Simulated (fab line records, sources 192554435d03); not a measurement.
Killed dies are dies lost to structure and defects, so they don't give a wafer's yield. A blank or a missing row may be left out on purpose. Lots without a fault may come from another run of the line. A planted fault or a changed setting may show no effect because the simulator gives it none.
Problem report in the 8D (eight disciplines) form, filled by code | flow n5_finfet | the parts of the form that need people (team, actions taken, sign-off) are left out

1. THE PROBLEM
throttle_valve_pct at N5_PASSIVATION_ETCH_59 reads a mean of 22.33 % on 6 wafers of 3 lots; wafers without a fault read 21.06 % with a standard deviation of 0.21. That is +6.0 standard deviations from the usual mean.
The step: etches TaN in Cl2/BCl3, target depth 65 nm, time 34.9 s.
First seen on wafer L238.5, day 15 06:58, on rie_metal-01. The record holds 14 wafers of 5 lots with a number at this step. Rule for "out", or "out of limits": more than 4 standard deviations from the usual mean. The other wafers with a number count as sound.

2. WHAT IT IS AND WHAT IT IS NOT
question                    | is                                             | is not
which readings at this step | throttle_valve_pct, oes_product_au             | bias_w, drypump_motor_current_A
which lots                  | L238, L239, L240                               | L235, L250
which wafers of those lots  | L238.5, L238.6, L239.5, L239.6, L240.5, L240.6 | L238.4, L240.3
read on which tools         | rie_metal-01, rie_metal-02, rie_metal-03       | -
when                        | from day 15 06:58                              | up to then (4 sound wafers); but 4 sound wafers of L240, L250 came after

3. SUSPECTS, AND WHAT RULES EACH OUT
Counting: a tool at a process step up to the reading stays a suspect if it ran every lot that is out. Sound lots after the first of them don't rule it out here, since some wafers of a struck lot are sound.
- pvd_sputter-03 at N5_PASSIVATION_AL_DEP_21 (deposits Al, target thk 2800 nm, time 170 s): kept. It ran every lot that is out, first L238 (day 15 05:37); its last sound lot up to then is L235 (day 14 10:19).
Left after counting: pvd_sputter-03 at N5_PASSIVATION_AL_DEP_21.

4. THE CAUSE (what the simulator had put in)
Process parameter drift: pvd_sputter-03, from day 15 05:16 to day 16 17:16, at N5_PASSIVATION_AL_DEP_21. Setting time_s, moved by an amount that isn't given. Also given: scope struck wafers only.
Counting left only this tool.

5. THE CHAIN OF EFFECTS, in route order
Each row: a reading whose mean over the struck wafers that have a number lies more than 3 standard deviations from the usual. Only readings for which the record gives a usual standard deviation are gone through. hours: the time from each lot's start at the first step in this table that gives one to its start at this step, as a median over the lots. sigmas: the change in usual standard deviations.
hours | step                    | reading              | usual     | on struck wafers | change | sigmas
0     | N5_PASSIVATION_ETCH_59  | oes_product_au       | 0.77 a.u. | 0.21             | -0.56  | -5.9
0     | N5_PASSIVATION_ETCH_59  | throttle_valve_pct   | 21.06 %   | 22.33            | +1.27  | +6.0
5     | N5_PASSIVATION_PROBE_49 | defect_limited_yield | 91.2 %    | 0.0              | -91.2  | -61
5     | N5_PASSIVATION_PROBE_49 | killed_at_other      | 4         | 1083             | +1079  | +99 or more
5     | N5_PASSIVATION_PROBE_49 | killed_dies          | 103       | 1180             | +1077  | +60
5     | N5_PASSIVATION_PROBE_49 | killed_on_rim        | 14        | 152              | +138   | +34
5     | N5_PASSIVATION_PROBE_49 | sort_bin_5_function  | 5.1 %     | 96.4             | +91.3  | +91
5     | N5_PASSIVATION_PROBE_49 | sort_n_pass          | 1076      | 0                | -1076  | -60
5     | N5_PASSIVATION_PROBE_49 | sort_yield_pct       | 91.2 %    | 0.0              | -91.2  | -61
The process steps in it:
- N5_PASSIVATION_ETCH_59: etches TaN in Cl2/BCl3, target depth 65 nm, time 34.9 s.
- N5_PASSIVATION_PROBE_49

6. WHAT WOULD HAVE CAUGHT IT SOONER
In this record the first reading out of limits was taken at day 15 06:58, 2 hours after the fault began at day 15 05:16.
Of the tool readings at N5_PASSIVATION_AL_DEP_21 for which the record gives a usual standard deviation, none was out on any struck wafer, so an alarm limit of 4 standard deviations on them would not have fired.
Of the lots that are out (3), L239, L240 began N5_PASSIVATION_AL_DEP_21 on pvd_sputter-03 after day 15 06:58. A hold on the tool at that time would have spared those 2.
